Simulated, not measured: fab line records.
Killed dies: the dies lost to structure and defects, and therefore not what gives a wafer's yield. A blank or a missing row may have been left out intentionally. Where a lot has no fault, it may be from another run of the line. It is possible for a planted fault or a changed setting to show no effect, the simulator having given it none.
Chamber matching	flow n5-finfet	4 sister chambers for N5_BEOL_M1_ETCH_63 on rie-diel-06
The step etches SiARC in CF4, target depth 15.6 nm, time 26 s. 4 wafers are shown with their chamber, then 10 later ones without.

## WAFERS, EACH WITH ITS CHAMBER
wafer	chamber	drypump-motor-current-A (A)
L084.1	2	6.3
L084.3	0	4.9
L088.1	1	5.8
L088.3	3	6.3

## WAFERS MISSING THEIR CHAMBER
wafer	drypump-motor-current-A (A)
L088.4	5.8
L090.1	6.4
L090.2	5.8
L090.5	6.3
L093.1	6.3
L093.3	6.3
L093.6	6.3
L096.1	6.3
L096.3	4.9
L096.5	6.4

## THE CHAMBER EACH PASSED THROUGH
wafer	from the rows above	in truth
L088.4	1	1
L090.1	can't be placed: 2 or 3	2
L090.2	1	1
L090.5	can't be placed: 2 or 3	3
L093.1	can't be placed: 2 or 3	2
L093.3	can't be placed: 2 or 3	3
L093.6	can't be placed: 2 or 3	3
L096.1	can't be placed: 2 or 3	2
L096.3	0	0
L096.5	can't be placed: 2 or 3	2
3 of 10 placed correctly. Unplaceable from these rows: 7, with the true chamber sitting among the candidates in 7. Wrongly placed: 0.
How it was worked out, from the rows above alone: a wafer's distance from a chamber is the root of the sum, over the readings, of the square of ((its reading less the chamber's mean) divided by the reading's scatter). The wafer belongs to the nearest chamber; if the next one is less than 2 further off, it can't be placed. For every chamber, the mean is computed from those of its wafers that are shown. The scatter: root of mean squared gap, hidden wafer to nearest shown wafer, with one shown wafer a chamber.
